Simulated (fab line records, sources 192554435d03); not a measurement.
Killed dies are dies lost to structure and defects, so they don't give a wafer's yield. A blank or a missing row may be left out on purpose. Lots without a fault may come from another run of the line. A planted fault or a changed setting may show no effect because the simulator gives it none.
Split-lot experiment | flow n5_finfet | 7 lots, 21 wafers read, on a route of 1938 steps

THE SPLIT
At N5_BEOL_M7_ILD_DEP_00 (deposits SiCOH lowk from DEMS/porogen, target thk 179.75 nm, time 33.4 s), the setting time_s was moved away from the recipe's 33.4 s on 7 of the 21 wafers read, by -14.6% to +11.7%. The other wafers ran this setting at the recipe's value.

FROM THE SPLIT TO THE READING: what the file shows between them, 1 step
- N5_BEOL_M7_CURE_74: cures SiCOH lowk, time 240 s

THE READING
M7_ILD_THK, in nm, at N5_BEOL_M7_THK_MEAS_01. Fault-free wafers of this fab line usually give 154.8 nm, standard deviation 2.6 nm.

wafer  | tool, chamber at the split | time_s as run, s | against the recipe | M7_ILD_THK, nm | against lot-mates on the recipe
L074.2 | pecvd-01, 1                | 33.4             | recipe             | 154.7          | -
L074.3 | pecvd-01, 2                | 33.4             | recipe             | 153.3          | -
L074.4 | pecvd-01, 2                | 37.31            | +11.7%             | 172.6          | +18.6
L085.2 | pecvd-02, 2                | 33.4             | recipe             | 152.3          | -
L085.3 | pecvd-02, 1                | 35.45            | +6.1%              | 164.2          | +9.8
L085.4 | pecvd-02, 2                | 33.4             | recipe             | 156.5          | -
L086.1 | pecvd-01, 2                | 33.4             | recipe             | 154.1          | -
L086.4 | pecvd-01, 0                | 33.4             | recipe             | 160.4          | -
L086.6 | pecvd-01, 1                | 33.4             | recipe             | 158.0          | -
L088.3 | pecvd-02, 1                | 28.52            | -14.6%             | 131.7          | -22.1
L088.4 | pecvd-02, 1                | 28.52            | -14.6%             | 134.7          | -19.1
L088.5 | pecvd-02, 2                | 33.4             | recipe             | 153.8          | -
L091.1 | pecvd-01, 2                | 33.4             | recipe             | 154.0          | -
L091.4 | pecvd-01, 2                | 33.4             | recipe             | 155.1          | -
L091.5 | pecvd-01, 1                | 33.4             | recipe             | 157.3          | -
L092.3 | pecvd-01, 2                | 33.4             | recipe             | 154.4          | -
L092.5 | pecvd-01, 2                | 37.11            | +11.1%             | 172.8          | +16.9
L092.6 | pecvd-01, 1                | 33.4             | recipe             | 157.3          | -
L095.2 | pecvd-01, 0                | 30.44            | -8.9%              | 142.7          | -14.4
L095.3 | pecvd-01, 2                | 30.44            | -8.9%              | 140.9          | -16.2
L095.5 | pecvd-01, 0                | 33.4             | recipe             | 157.1          | -

THE FIT
A straight line over all 21 wafers: M7_ILD_THK changes by +1.52 nm for each +1% of time_s; r = +0.98; the points scatter about the line by 1.9 nm.
The same after taking each lot's own level away (the mean of its wafers on the recipe; 21 wafers): +1.52 nm for each +1%; r = +0.99; scatter 1.8 nm.
On that fit, the largest move of time_s shifts the reading by 22 nm.
The lots' own levels span 153.80 to 157.50 nm, that is 1.4 times the standard deviation above.
So the lot-to-lot level changes the slope little: the two slopes agree.
Check: with one of the wafers moved furthest among these (-14.6%) left out of the fit, the line predicts -22.2 nm for it against its lot-mates. It came out at -22.1 nm against them.

OTHER SPLITS ON THESE WAFERS
These wafers also went through other splits before the reading. Each is held against what the fit with the lots' levels taken away leaves over:
other split on the same wafers | wafers away from the commonest value | r with M7_ILD_THK (lot level and that fit taken away)
N5_BEOL_M3_EXPOSE_08 dose_mj   | 9                                    | -0.21
N5_BEOL_M4_DESCUM_16 time_s    | 8                                    | +0.15
N5_BEOL_M5_COAT_05 spin_rpm    | 12                                   | +0.39
N5_BEOL_M5_ETCH_72 source_w    | 4                                    | +0.09

THE WHOLE CHAIN: every reading that the file lists as answering this split, in the file's order
step                   | what it does                                                             | reading                                                                                  | change (the file's fit)              | r (the file's)
N5_BEOL_M7_ILD_DEP_00  | deposits SiCOH lowk from DEMS/porogen, target thk 179.75 nm, time 33.4 s | SiCOH_lowk_of_BEOL_M7_ILD_DEP_00.thk_nm (the simulator's own value, which no gauge read) | +1.75 nm for each +1% of the setting | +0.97
N5_BEOL_M7_CURE_74     | cures SiCOH lowk, time 240 s                                             | SiCOH_lowk_of_BEOL_M7_ILD_DEP_00.thk_nm (the simulator's own value, which no gauge read) | +1.53 nm for each +1% of the setting | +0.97
N5_BEOL_M7_THK_MEAS_01 |                                                                          | M7_ILD_THK                                                                               | +1.53 for each +1% of the setting    | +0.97

THE FILE'S OWN FIT
M7_ILD_THK changes by +1.53 nm for each +1% of time_s, r = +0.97.
